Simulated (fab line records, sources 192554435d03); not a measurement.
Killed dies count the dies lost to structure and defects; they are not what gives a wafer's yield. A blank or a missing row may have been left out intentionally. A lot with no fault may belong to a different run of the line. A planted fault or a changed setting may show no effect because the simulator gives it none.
What tool caused it? | flow n5Finfet | 66 wafers from 22 lots sampled at 6 of the route's 1938 steps

WHAT THE GAUGES SHOWED, per wafer
No reading from a measuring or inspecting step in the record can be judged against a usual standard deviation.

WHICH TOOL RAN EACH LOT (tool, then ch and the chambers of the sampled wafers, then the start)
lot  | N5_BEOL_M0_TRENCH_ETCH_107        | N5_BEOL_M1_STRIP_19               | N5_BEOL_M1_ETCH_69                | N5_BEOL_M1_ETCHBACK_99            | N5_BEOL_M1_PRE_CLEAN_45     | N5_BEOL_M1_SURFACE_TREAT_85
L074 | rieDiel-02 ch 1,2, day 5 20:28    | rieDiel-06 ch 2,3, day 6 01:01    | rieDiel-03 ch 0,3, day 6 01:42    | rieDiel-03 ch 0,3, day 6 03:03    | pvdSputter-02, day 6 03:52  | pvdSputter-03, day 6 04:11
L075 | rieDiel-01 ch 0,2, day 6 04:02    | rieDiel-06 ch 0,2, day 6 12:43    | rieDiel-05 ch 0,1,2, day 6 13:25  | rieDiel-06 ch 0,1,3, day 6 15:56  | pvdSputter-02, day 6 16:48  | pvdSputter-01, day 6 17:09
L076 | rieDiel-04 ch 0,2,3, day 6 10:52  | rieDiel-03 ch 1,2,3, day 6 17:07  | rieDiel-05 ch 0,1,3, day 6 17:56  | rieDiel-05 ch 2,3, day 7 02:07    | pvdSputter-01, day 7 04:12  | pvdSputter-03, day 7 04:34
L077 | rieDiel-02 ch 1,2, day 6 20:16    | rieDiel-05 ch 0,2, day 7 02:02    | rieDiel-05 ch 0,1,2, day 7 02:35  | rieDiel-03 ch 0,1,2, day 7 04:33  | pvdSputter-03, day 7 05:13  | pvdSputter-02, day 7 05:31
L078 | rieDiel-02 ch 1,2, day 6 23:40    | rieDiel-05 ch 0,1,3, day 7 05:50  | rieDiel-05 ch 2,3, day 7 06:23    | rieDiel-05 ch 1,2, day 7 14:04    | pvdSputter-03, day 7 14:56  | pvdSputter-03, day 7 15:22
L079 | rieDiel-04 ch 0,1,3, day 7 07:31  | rieDiel-03 ch 0,2,3, day 7 14:12  | rieDiel-05 ch 1,3, day 7 14:46    | rieDiel-05 ch 2,3, day 8 06:25    | pvdSputter-01, day 8 07:32  | pvdSputter-01, day 8 07:59
L080 | rieDiel-04 ch 0,2,3, day 7 13:53  | rieDiel-05 ch 1,2,3, day 7 21:14  | rieDiel-03 ch 0,1,3, day 7 21:56  | rieDiel-03 ch 0,1,2, day 8 06:53  | pvdSputter-03, day 8 07:52  | pvdSputter-01, day 8 08:23
L081 | rieDiel-01 ch 0,2,3, day 7 17:29  | rieDiel-06 ch 1,2,3, day 8 01:46  | rieDiel-05 ch 1,2,3, day 8 02:28  | rieDiel-05 ch 1,3, day 8 06:53    | pvdSputter-01, day 8 07:54  | pvdSputter-01, day 8 08:25
L082 | rieDiel-04 ch 0,1,3, day 7 20:46  | rieDiel-06 ch 0,1,3, day 8 02:07  | rieDiel-05 ch 1,2,3, day 8 02:49  | rieDiel-03 ch 0,3, day 8 10:19    | pvdSputter-03, day 8 11:28  | pvdSputter-02, day 8 11:52
L083 | rieDiel-01 ch 0,2, day 8 01:34    | rieDiel-05 ch 1,2, day 8 09:01    | rieDiel-03 ch 1,2,3, day 8 09:42  | rieDiel-05 ch 0,1,2, day 8 14:01  | pvdSputter-01, day 8 14:43  | pvdSputter-01, day 8 15:04
L084 | rieDiel-02 ch 1,2,3, day 8 11:10  | rieDiel-05 ch 0,2,3, day 8 18:24  | rieDiel-06 ch 2,3, day 8 19:05    | rieDiel-06 ch 1,3, day 8 23:31    | pvdSputter-03, day 9 00:32  | pvdSputter-03, day 9 01:00
L085 | rieDiel-04 ch 0,2,3, day 8 17:08  | rieDiel-03 ch 0,2, day 9 00:58    | rieDiel-06 ch 0,1,2, day 9 01:32  | rieDiel-03 ch 1,2, day 9 01:45    | pvdSputter-03, day 9 02:31  | pvdSputter-01, day 9 03:11
L086 | rieDiel-01 ch 0,2,3, day 9 00:11  | rieDiel-06 ch 0,2,3, day 9 05:55  | rieDiel-06 ch 0,1,2, day 9 06:28  | rieDiel-06 ch 0,1,3, day 9 14:44  | pvdSputter-03, day 9 17:01  | pvdSputter-03, day 9 17:46
L087 | rieDiel-02 ch 0,1,2, day 9 04:59  | rieDiel-05 ch 0,1, day 9 10:34    | rieDiel-05 ch 1,2, day 9 11:28    | rieDiel-06 ch 0,3, day 9 17:25    | pvdSputter-03, day 9 18:20  | pvdSputter-03, day 9 18:42
L089 | rieDiel-04 ch 1,2, day 9 13:24    | rieDiel-06 ch 2,3, day 9 19:01    | rieDiel-05 ch 0,1,2, day 9 19:35  | rieDiel-05 ch 1,2, day 10 01:56   | pvdSputter-02, day 10 02:49 | pvdSputter-03, day 10 04:13
L090 | rieDiel-02 ch 0,2,3, day 9 18:04  | rieDiel-03 ch 0,2,3, day 10 02:15 | rieDiel-06 ch 1,2,3, day 10 02:56 | rieDiel-06 ch 0,3, day 10 04:23   | pvdSputter-02, day 10 05:22 | pvdSputter-01, day 10 05:41
L093 | rieDiel-04 ch 0,3, day 10 13:59   | rieDiel-05 ch 0,1,2, day 10 19:00 | rieDiel-03 ch 0,1,3, day 10 19:41 | rieDiel-03 ch 2,3, day 10 21:06   | pvdSputter-02, day 10 21:51 | pvdSputter-02, day 10 22:13
L094 | rieDiel-04 ch 1,3, day 10 21:38   | rieDiel-06 ch 0,2, day 11 04:57   | rieDiel-06 ch 0,1,3, day 11 05:38 | rieDiel-03 ch 0,3, day 11 06:08   | pvdSputter-02, day 11 06:46 | pvdSputter-02, day 11 08:41
L092 | rieDiel-02 ch 1,2,3, day 11 00:53 | rieDiel-03 ch 2,3, day 11 07:20   | rieDiel-06 ch 0,1,2, day 11 07:54 | rieDiel-03 ch 1,2,3, day 11 18:47 | pvdSputter-01, day 11 19:37 | pvdSputter-01, day 11 20:01
L095 | rieDiel-04 ch 0,3, day 11 04:06   | rieDiel-06 ch 1,2, day 11 11:05   | rieDiel-03 ch 0,2,3, day 11 11:39 | rieDiel-05 ch 1,2,3, day 11 18:36 | pvdSputter-02, day 11 19:23 | pvdSputter-01, day 11 19:58
L096 | rieDiel-04 ch 1,2, day 11 10:08   | rieDiel-06 ch 1,3, day 11 15:12   | rieDiel-03 ch 0,2,3, day 11 15:56 | rieDiel-03 ch 0,1,2, day 11 21:26 | pvdSputter-01, day 11 22:20 | pvdSputter-01, day 11 22:38
L097 | rieDiel-02 ch 0,2,3, day 11 16:20 | rieDiel-05 ch 2,3, day 11 23:25   | rieDiel-05 ch 0,3, day 12 00:31   | rieDiel-03 ch 2,3, day 12 01:01   | pvdSputter-02, day 12 02:06 | pvdSputter-03, day 12 03:23
- N5_BEOL_M0_TRENCH_ETCH_107: etches SiOC in C4F6/O2, target depth 32.8 nm, time 16.4 s.
- N5_BEOL_M1_STRIP_19: strips in O2.
- N5_BEOL_M1_ETCH_69: etches SiARC in CF4, target depth 15.6 nm, time 26 s.
- N5_BEOL_M1_ETCHBACK_99: etches SiO2 in CHF3, target depth 5 nm, time 10.4 s.
- N5_BEOL_M1_PRE_CLEAN_45: time 30 s.
- N5_BEOL_M1_SURFACE_TREAT_85

WHAT THE TOOLS THEMSELVES READ (means of the sampled wafers that have a number; where no wafer has one, the mark that the record gives instead)
N5_BEOL_M0_TRENCH_ETCH_107.
lot  | tool       | drypumpMotorCurrentA (A) | oes_ar_750_au (a.u.) | oesProductAu (a.u.) | rfVppV (V) | showerheadPlenumPTorr (Torr) | throttleValvePct (%)
L074 | rieDiel-02 | 6.0                      | 0.82                 | 0.83                | 651        | 2.77                         | 20.96
L075 | rieDiel-01 | 5.8                      | 0.80                 | 0.82                | 666        | 2.84                         | 20.82
L076 | rieDiel-04 | 5.4                      | 0.89                 | 0.90                | 673        | 2.88                         | 20.78
L077 | rieDiel-02 | 5.8                      | 0.86                 | 0.85                | 644        | 2.78                         | 21.01
L078 | rieDiel-02 | 6.0                      | 0.81                 | 0.81                | 651        | 2.77                         | 20.98
L079 | rieDiel-04 | 5.7                      | 0.84                 | 0.84                | 667        | 2.82                         | 20.88
L080 | rieDiel-04 | 5.4                      | 0.87                 | 0.87                | 673        | 2.87                         | 20.79
L081 | rieDiel-01 | 6.0                      | 0.80                 | 0.81                | 668        | 2.80                         | 20.84
L082 | rieDiel-04 | 5.7                      | 0.83                 | 0.83                | 668        | 2.82                         | 20.89
L083 | rieDiel-01 | 5.8                      | 0.79                 | 0.80                | 667        | 2.83                         | 20.85
L084 | rieDiel-02 | 5.9                      | 0.79                 | 0.81                | 660        | 2.84                         | 20.87
L085 | rieDiel-04 | 5.4                      | 0.85                 | 0.86                | 673        | 2.87                         | 20.81
L086 | rieDiel-01 | 6.0                      | 0.79                 | 0.78                | 668        | 2.80                         | 20.85
L087 | rieDiel-02 | 5.7                      | 0.77                 | 0.77                | 653        | 2.79                         | 21.03
L089 | rieDiel-04 | 5.2                      | 0.80                 | 0.79                | 661        | 2.78                         | 20.76
L090 | rieDiel-02 | 5.6                      | 0.77                 | 0.77                | 662        | 2.87                         | 20.91
L093 | rieDiel-04 | 5.7                      | 0.82                 | 0.83                | 673        | 2.87                         | 20.97
L094 | rieDiel-04 | 5.4                      | 0.80                 | 0.80                | 670        | 2.85                         | 20.96
L092 | rieDiel-02 | 5.9                      | 0.78                 | 0.77                | 659        | 2.83                         | 20.90
L095 | rieDiel-04 | 5.7                      | 0.82                 | 0.83                | 675        | 2.87                         | 20.98
L096 | rieDiel-04 | 4.9                      | 0.81                 | 0.81                | 669        | 2.82                         | 20.70
L097 | rieDiel-02 | 5.6                      | 0.75                 | 0.75                | 662        | 2.86                         | 20.92

N5_BEOL_M1_STRIP_19.
lot  | tool       | drypumpMotorCurrentA (A) | oesProductAu (a.u.) | rfVppV (V) | showerheadPlenumPTorr (Torr) | throttleValvePct (%)
L074 | rieDiel-06 | 5.84                     | 0.85                | 3.5        | 2.06                         | 16.41
L075 | rieDiel-06 | 5.92                     | 0.75                | 3.9        | 2.09                         | 16.80
L076 | rieDiel-03 | 5.83                     | 0.82                | 4.4        | 2.15                         | 16.47
L077 | rieDiel-05 | 5.92                     | 0.70                | 4.3        | 2.03                         | 16.75
L078 | rieDiel-05 | 5.73                     | 0.77                | 3.9        | 2.15                         | 16.68
L079 | rieDiel-03 | 5.58                     | 0.87                | 3.6        | 2.14                         | 16.52
L080 | rieDiel-05 | 5.86                     | 0.78                | 3.5        | 2.09                         | 16.81
L081 | rieDiel-06 | 5.70                     | 0.79                | 3.3        | 2.11                         | 16.62
L082 | rieDiel-06 | 5.79                     | 0.78                | 3.5        | 2.09                         | 16.58
L083 | rieDiel-05 | 6.00                     | 0.71                | 3.5        | 2.05                         | 16.96
L084 | rieDiel-05 | 5.77                     | 0.85                | 3.7        | 2.08                         | 16.49
L085 | rieDiel-03 | 5.68                     | 0.89                | 3.5        | 2.20                         | 16.39
L086 | rieDiel-06 | 5.94                     | 0.77                | 3.4        | 2.06                         | 16.61
L087 | rieDiel-05 | 5.72                     | 0.86                | 3.1        | 2.15                         | 16.42
L089 | rieDiel-06 | 5.85                     | 0.82                | 3.5        | 2.05                         | 16.45
L090 | rieDiel-03 | 5.58                     | 0.85                | 4.0        | 2.13                         | 16.57
L093 | rieDiel-05 | 5.86                     | 0.76                | 4.1        | 2.09                         | 16.71
L094 | rieDiel-06 | 6.03                     | 0.71                | 3.5        | 2.06                         | 16.80
L092 | rieDiel-03 | 5.64                     | 0.83                | 3.9        | 2.15                         | 16.49
L095 | rieDiel-06 | 5.56                     | 0.74                | 3.8        | 2.15                         | 16.86
L096 | rieDiel-06 | 5.72                     | 0.80                | 3.5        | 2.07                         | 16.46
L097 | rieDiel-05 | 5.89                     | 0.74                | 3.6        | 2.02                         | 16.80

N5_BEOL_M1_ETCH_69.
lot  | tool       | drypumpMotorCurrentA (A) | etchRfOnTimeS (s) | oesProductAu (a.u.) | rfVppV (V) | showerheadPlenumPTorr (Torr) | throttleValvePct (%)
L074 | rieDiel-03 | 5.50                     | 25.6              | 0.73                | 183.8      | 2.12                         | 15.57
L075 | rieDiel-05 | 5.86                     | 26.4              | 0.59                | 183.6      | 2.16                         | 15.80
L076 | rieDiel-05 | 5.71                     | 26.0              | 0.66                | 185.4      | 2.20                         | 15.66
L077 | rieDiel-05 | 5.85                     | 26.5              | 0.59                | 184.1      | 2.16                         | 15.81
L078 | rieDiel-05 | 5.76                     | 25.4              | 0.74                | 183.7      | 2.14                         | 15.64
L079 | rieDiel-05 | 5.71                     | 25.5              | 0.73                | 184.7      | 2.20                         | 15.64
L080 | rieDiel-03 | 5.79                     | 26.1              | 0.70                | 184.1      | 2.16                         | 15.46
L081 | rieDiel-05 | 5.87                     | 25.7              | 0.66                | 184.1      | 2.15                         | 15.79
L082 | rieDiel-05 | 5.85                     | 26.0              | 0.65                | 184.0      | 2.15                         | 15.79
L083 | rieDiel-03 | 5.83                     | 26.1              | 0.68                | 184.7      | 2.19                         | 15.44
L084 | rieDiel-06 | 5.84                     | 25.5              | 0.68                | 183.6      | 2.11                         | 15.57
L085 | rieDiel-06 | 5.78                     | 25.7              | 0.63                | 184.0      | 2.16                         | 15.74
L086 | rieDiel-06 | 5.78                     | 25.5              | 0.64                | 184.1      | 2.16                         | 15.75
L087 | rieDiel-05 | 5.95                     | 25.9              | 0.59                | 184.0      | 2.15                         | 15.97
L089 | rieDiel-05 | 5.86                     | 26.4              | 0.65                | 184.8      | 2.15                         | 15.70
L090 | rieDiel-06 | 5.70                     | 25.6              | 0.67                | 184.3      | 2.14                         | 15.55
L093 | rieDiel-03 | 5.78                     | 26.1              | 0.67                | 183.6      | 2.15                         | 15.50
L094 | rieDiel-06 | 5.79                     | 25.9              | 0.65                | 183.8      | 2.13                         | 15.57
L092 | rieDiel-06 | 5.77                     | 25.5              | 0.63                | 184.4      | 2.15                         | 15.79
L095 | rieDiel-03 | 5.60                     | 25.4              | 0.72                | 185.3      | 2.17                         | 15.51
L096 | rieDiel-03 | 5.59                     | 25.9              | 0.71                | 184.6      | 2.17                         | 15.53
L097 | rieDiel-05 | 5.61                     | 25.8              | 0.74                | 184.5      | 2.18                         | 15.41

N5_BEOL_M1_ETCHBACK_99.
lot  | tool       | drypumpMotorCurrentA (A) | oes_ar_750_au (a.u.) | oesProductAu (a.u.) | rfVppV (V) | showerheadPlenumPTorr (Torr) | throttleValvePct (%)
L074 | rieDiel-03 | 5.55                     | 0.89                 | 0.90                | 244        | 2.16                         | 16.92
L075 | rieDiel-06 | 5.79                     | 0.80                 | 0.79                | 238        | 2.16                         | 16.98
L076 | rieDiel-05 | 5.76                     | 0.86                 | 0.86                | 239        | 2.15                         | 17.08
L077 | rieDiel-03 | 5.90                     | 0.84                 | 0.85                | 242        | 2.25                         | 16.77
L078 | rieDiel-05 | 5.98                     | 0.70                 | 0.71                | 239        | 2.17                         | 17.41
L079 | rieDiel-05 | 5.76                     | 0.84                 | 0.84                | 240        | 2.14                         | 17.10
L080 | rieDiel-03 | 5.89                     | 0.83                 | 0.84                | 242        | 2.24                         | 16.79
L081 | rieDiel-05 | 5.81                     | 0.77                 | 0.77                | 242        | 2.22                         | 17.27
L082 | rieDiel-03 | 5.56                     | 0.87                 | 0.87                | 243        | 2.15                         | 16.93
L083 | rieDiel-05 | 5.85                     | 0.78                 | 0.79                | 242        | 2.16                         | 17.12
L084 | rieDiel-06 | 5.71                     | 0.84                 | 0.82                | 238        | 2.13                         | 16.79
L085 | rieDiel-03 | 5.93                     | 0.82                 | 0.82                | 242        | 2.27                         | 16.78
L086 | rieDiel-06 | 5.80                     | 0.78                 | 0.77                | 238        | 2.15                         | 17.03
L087 | rieDiel-06 | 5.94                     | 0.81                 | 0.80                | 237        | 2.11                         | 16.89
L089 | rieDiel-05 | 6.00                     | 0.69                 | 0.69                | 237        | 2.11                         | 17.43
L090 | rieDiel-06 | 5.93                     | 0.81                 | 0.79                | 237        | 2.11                         | 16.90
L093 | rieDiel-03 | 5.61                     | 0.83                 | 0.84                | 242        | 2.22                         | 16.94
L094 | rieDiel-03 | 5.55                     | 0.83                 | 0.84                | 243        | 2.15                         | 16.98
L092 | rieDiel-03 | 5.84                     | 0.77                 | 0.78                | 242        | 2.20                         | 16.94
L095 | rieDiel-05 | 5.86                     | 0.74                 | 0.74                | 239        | 2.15                         | 17.30
L096 | rieDiel-03 | 5.89                     | 0.80                 | 0.80                | 242        | 2.23                         | 16.82
L097 | rieDiel-03 | 5.54                     | 0.80                 | 0.80                | 242        | 2.14                         | 17.07

N5_BEOL_M1_PRE_CLEAN_45.
lot  | tool          | heaterPowerW (W)
L074 | pvdSputter-02 | 319
L075 | pvdSputter-02 | 330
L076 | pvdSputter-01 | 305
L077 | pvdSputter-03 | 342
L078 | pvdSputter-03 | 373
L079 | pvdSputter-01 | 308
L080 | pvdSputter-03 | 359
L081 | pvdSputter-01 | 334
L082 | pvdSputter-03 | 323
L083 | pvdSputter-01 | 326
L084 | pvdSputter-03 | 326
L085 | pvdSputter-03 | 340
L086 | pvdSputter-03 | 355
L087 | pvdSputter-03 | 311
L089 | pvdSputter-02 | 319
L090 | pvdSputter-02 | 323
L093 | pvdSputter-02 | 308
L094 | pvdSputter-02 | 312
L092 | pvdSputter-01 | 343
L095 | pvdSputter-02 | 326
L096 | pvdSputter-01 | 346
L097 | pvdSputter-02 | 315

THE ANSWER, worked out from the rows above alone
Rule: the usual values come from the lots themselves. Put in order of their means at a reading, lots are off if they are a third of the lots or fewer, leave a main group of 4 or more, and stand apart from it by a gap of 3 or more times the standard deviation of the main group's means; of several such gaps the widest counts. A main group is skipped when, at the precision printed for the reading in the tables above, its means are all equal. Also off: a lot with no number at a reading for which 4 or more lots have one. Where the step has rows for the other lots, those lots are counted as sound. First the gauges in route order, then the tools' own readings, where a lot's mean is used as printed above. At the first step where some lot is off, the reading lying furthest off is the one used; lots without a number count as furthest.
Nothing can be told from this: no lot is off at any reading shown.

WHAT THE SIMULATOR PUT IN
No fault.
